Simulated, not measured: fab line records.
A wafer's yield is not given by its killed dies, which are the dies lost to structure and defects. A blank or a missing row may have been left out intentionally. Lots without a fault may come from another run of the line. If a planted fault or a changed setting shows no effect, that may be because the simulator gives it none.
Problem report, 8D (eight disciplines) form, completed by code -- flow n5Finfet -- the parts of the form that need people (team, actions taken, sign-off) are left out

1. PROBLEM STATEMENT
At N5_MOL_CONTACT_COAG_COAT_78, spinSpeedRpm averages 1423.2 rpm over 6 wafers from 2 lots, while fault-free wafers read 1500.0 rpm, standard deviation 1. That is -77 standard deviations from the usual mean.
The step: resist thk 40 nm.
Earliest sighting: wafer L606.1 on lithoTrack-02 at day 6 09:02. At this step, 18 wafers from 6 lots have a number in the record. The rule behind "out" and "out of limits": a value lying over 4 standard deviations away from the usual mean. The rest of the wafers with a number are treated as sound.

2. WHAT IT IS AND WHAT IT IS NOT
question,is,is not
which readings at this step,spinSpeedRpm,exhaustPa
which lots,"L606, L608","L602, L603, L607, L617"
which wafers of those lots,all that have a number,-
read on which tools,lithoTrack-02,"lithoTrack-01, lithoTrack-04"
when,from day 6 09:02,"up to then (6 sound wafers); but 6 sound wafers of L607, L617 came after"

3. THE SUSPECTS, EACH WITH WHAT RULES IT OUT
Counting: any tool at a process step up to the reading is kept as a suspect provided that every lot that is out went through it and no sound lot did after the first of them.
- cmp-02 at N5_MOL_CONTACT_COAG_CMP_28 (polishes, stops on SiNx, t overpolish 0.85 s, target thk 14.522 nm): ruled out as a lasting fault. After its first lot that is out, L606 (day 6 08:13), sound lots L607 ran on it.
- lithoTrack-02 at N5_MOL_CONTACT_COAG_COAT_78 (resist thk 40 nm): kept. All lots that are out passed through it, beginning with L606 at day 6 09:02, and no sound lot followed; its final sound lot before that point was L602 at day 5 13:11. Its own spinSpeedRpm readings are out on those wafers.
The count leaves lithoTrack-02 at N5_MOL_CONTACT_COAG_COAT_78.

4. THE CAUSE (what the simulator had put in)
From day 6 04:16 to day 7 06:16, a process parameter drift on lithoTrack-02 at N5_MOL_CONTACT_COAG_COAT_78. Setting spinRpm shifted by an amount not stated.
Only this tool survived the counting.

5. THE EFFECT CHAIN, in route order
Rows list readings where the struck wafers' mean (over those with a number) sits beyond 3 standard deviations from the usual. Only readings for which the record gives a usual standard deviation are gone through. hours: the time from each lot's start at the first step in this table that gives one to its start at this step, as a median over the lots. sigmas: the change in usual standard deviations.
hours,step,reading,usual,on struck wafers,change,sigmas
0,N5_MOL_CONTACT_COAG_COAT_78,spinSpeedRpm,1500.0 rpm,1423.2,-76.8,-77
It contains these process steps:
- N5_MOL_CONTACT_COAG_COAT_78: resist thk 40 nm.
Later steps that measure or inspect, where all struck wafers having a row at the step show a number for every such reading and not one has moved that far: N5_MOL_CONTACT_COAG_CD_MEAS_84, N5_MOL_CONTACT_COAG_OVL_MEAS_85, N5_MOL_CONTACT_COAG_INSPECT_57.

6. WHAT WOULD HAVE CAUGHT IT SOONER
The fault began at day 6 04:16; the first out-of-limits reading in this record came at day 6 09:02, 5 hours later.
